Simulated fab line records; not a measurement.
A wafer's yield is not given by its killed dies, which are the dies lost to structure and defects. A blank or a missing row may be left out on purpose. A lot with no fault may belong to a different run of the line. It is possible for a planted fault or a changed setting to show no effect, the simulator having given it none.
2 desks looking at one fault    flow n5Finfet    every desk sees just its own numbers, and what lay behind them comes last

DESK OF THE TOOL OWNER: lithoTrack-05
The tool's own readings at N5_BEOL_M0_SAQP_COAT_69 (time 60 s, resist thk 90 nm): means of the sampled wafers that have a number, for each lot that ran on this tool. If a lot's mean is further than 4 standard deviations from the usual mean, the lot is out of limits and carries the mark OUT (the distance appears in the brackets).
Columns: A = resistLineTempC at N5_BEOL_M0_SAQP_COAT_69, usual 23.01 C; B = spinSpeedRpm at N5_BEOL_M0_SAQP_COAT_69, usual 1500.0 rpm
lot   first seen here  A      B
L687  day 7 16:52      22.97  1499.7
L689  day 8 05:56      23.07  1499.8
L690  day 8 11:43      23.05  1462.3 (-42) OUT
L693  day 9 00:22      22.96  1463.8 (-40) OUT
L694  day 9 05:37      23.13  1464.6 (-39) OUT
This desk's finding: out of limits on L690, L693, L694; first on L690, day 8 11:43 (spinSpeedRpm at N5_BEOL_M0_SAQP_COAT_69). L687, L689: within limits.

FROM THE METROLOGY DESK
Lot by lot, what the gauges showed, no matter which tool ran the lot: averages of those sampled wafers that carry a number. If a lot's mean is further than 4 standard deviations from the usual mean, the lot is out of limits and carries the mark OUT (the distance appears in the brackets). Shown here are 7 of its 11 readings, the ones lying furthest out on some lot.
Columns: A = DIBL_N at N5_BEOL_M4_RC_MEAS_101, usual 36.1 mV/V; B = IOFF_N at N5_BEOL_M4_RC_MEAS_101, usual 0.159 nA/um; C = ION_N at N5_BEOL_M4_RC_MEAS_101, usual 673 uA/um; D = ION_P at N5_BEOL_M4_RC_MEAS_101, usual 462 uA/um; E = SS_P at N5_BEOL_M4_RC_MEAS_101, usual 73.2 mV/dec; F = VT_N at N5_BEOL_M4_RC_MEAS_101, usual 249.7 mV; G = VT_P at N5_BEOL_M4_RC_MEAS_101, usual -250 mV
lot   first seen here  A     B      C    D    E     F      G
L683  day 6 18:35      37.9  0.160  668  452  73.5  251.5  -253
L687  day 7 16:49      35.5  0.144  665  460  72.9  251.4  -250
L688  day 7 22:01      35.3  0.160  674  456  72.8  252.0  -251
L689  day 8 05:55      37.2  0.160  675  464  73.2  249.1  -249
L690  day 8 11:40      35.9  0.166  678  462  73.3  247.7  -250
L693  day 9 00:20      34.5  0.134  656  455  73.4  253.6  -251
L694  day 9 05:34      38.6  0.191  685  460  73.9  248.2  -252
L699  day 10 19:48     35.7  0.144  677  462  73.6  251.4  -251
L700  day 11 05:01     36.2  0.173  676  460  72.5  249.5  -251
L701  day 11 13:11     35.5  0.165  675  470  72.8  247.4  -244
This desk's finding: nothing out of limits on any of the 10 lots.

PUT TOGETHER
An alarm could have come from the tool owner's desk at day 8 11:43, on L690, L693, L694.
The metrology desk saw nothing out of limits.
The metrology desk holds a record of L690, L693, L694, inside its limits.
Of the lots named, all ran N5_BEOL_M0_SAQP_COAT_69 on lithoTrack-05.

WHAT THE SIMULATOR PUT IN
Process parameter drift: lithoTrack-05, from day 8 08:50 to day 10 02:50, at N5_BEOL_M0_SAQP_COAT_69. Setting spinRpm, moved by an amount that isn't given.
Shown lots that were struck: L690, L693, L694.
Time in hours from fault onset to the first out-of-limits reading at each desk: the tool owner's desk, 3.
